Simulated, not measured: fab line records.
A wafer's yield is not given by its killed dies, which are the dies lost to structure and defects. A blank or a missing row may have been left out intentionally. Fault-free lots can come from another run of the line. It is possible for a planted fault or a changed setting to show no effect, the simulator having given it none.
Split-lot trial + flow n5Finfet + 21 wafers read across 7 lots, on a route 1938 steps long

THE SPLIT
At N5_BEOL_M7_COAT_71 (time 60 s, resist thk 5 nm), the setting spinRpm was moved away from the recipe's 1500 rpm on 6 of the 21 wafers read, by -8.3% to +11.1%. This setting was run at the recipe's value on the other wafers.

FROM THE SPLIT TO THE READING: what the file shows between them, 3 steps
- N5_BEOL_M7_COAT_22: resist thk 30 nm
- N5_BEOL_M7_EBR_24
- N5_BEOL_M7_DESCUM_33: chemistry O2, time 7 s

THE READING
etch.depthNm (the simulator's own value, which no gauge read), in nm, at N5_BEOL_M7_ETCH_72 (etches underlayer in N2/H2, target depth 6.5 nm, time 5.2 s). No usual value for it is given in the file. Across the 15 wafers here that went through the recipe, the average is 4.995 nm and the standard deviation 0.02 nm.

| wafer  | tool, chamber at the split | spinRpm as run, rpm | against the recipe | etch.depthNm, nm | against lot-mates on the recipe |
|--------|----------------------------|---------------------|--------------------|------------------|---------------------------------|
| L075.2 | lithoTrack-05, 0           | 1500                | recipe             | 5.006            | -                               |
| L075.3 | lithoTrack-05, 0           | 1376                | -8.3%              | 5.23             | +0.226                          |
| L075.6 | lithoTrack-05, 0           | 1500                | recipe             | 5.002            | -                               |
| L083.1 | lithoTrack-05, 0           | 1427                | -4.9%              | 5.125            | +0.101                          |
| L083.4 | lithoTrack-05, 0           | 1500                | recipe             | 5.024            | -                               |
| L083.5 | lithoTrack-05, 0           | 1427                | -4.9%              | 5.139            | +0.115                          |
| L087.2 | lithoTrack-02, 0           | 1500                | recipe             | 4.986            | -                               |
| L087.3 | lithoTrack-02, 0           | 1500                | recipe             | 4.955            | -                               |
| L087.6 | lithoTrack-02, 0           | 1500                | recipe             | 4.961            | -                               |
| L086.3 | lithoTrack-03, 0           | 1500                | recipe             | 5.002            | -                               |
| L086.5 | lithoTrack-03, 0           | 1500                | recipe             | 4.986            | -                               |
| L086.6 | lithoTrack-03, 0           | 1500                | recipe             | 4.992            | -                               |
| L091.2 | lithoTrack-05, 0           | 1500                | recipe             | 4.979            | -                               |
| L091.3 | lithoTrack-05, 0           | 1667                | +11.1%             | 4.75             | -0.245                          |
| L091.5 | lithoTrack-05, 0           | 1500                | recipe             | 5.011            | -                               |
| L093.2 | lithoTrack-03, 0           | 1500                | recipe             | 5.029            | -                               |
| L093.5 | lithoTrack-03, 0           | 1575                | +5.0%              | 4.903            | -0.126                          |
| L093.6 | lithoTrack-03, 0           | 1575                | +5.0%              | 4.905            | -0.124                          |
| L095.2 | lithoTrack-05, 0           | 1500                | recipe             | 5.014            | -                               |
| L095.3 | lithoTrack-05, 0           | 1500                | recipe             | 4.987            | -                               |
| L095.6 | lithoTrack-05, 0           | 1500                | recipe             | 4.984            | -                               |

THE FIT
A straight line over all 21 wafers: etch.depthNm changes by -0.0239 nm for each +1% of spinRpm; r = -0.97; the points scatter about the line by 0.022 nm.
The same after taking each lot's own level away (the mean of its wafers on the recipe; 21 wafers): -0.0238 nm for each +1%; r = -0.99; scatter 0.013 nm.
Per that fit: largest spinRpm move, reading shift of 0.27 nm.
The span of the lots' own levels, 4.9673 to 5.0290 nm, comes to 3.0 times the standard deviation stated above.
Hence the lot-to-lot level has little effect on the slope; both slopes agree.
Check: with one of the wafers moved furthest among these (+11.1%) left out of the fit, the line predicts -0.281 nm for it against its lot-mates. Against them it came out at -0.245 nm.

FILE'S OWN FIT
etch.depthNm changes by -0.0238 nm for each +1% of spinRpm, r = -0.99.
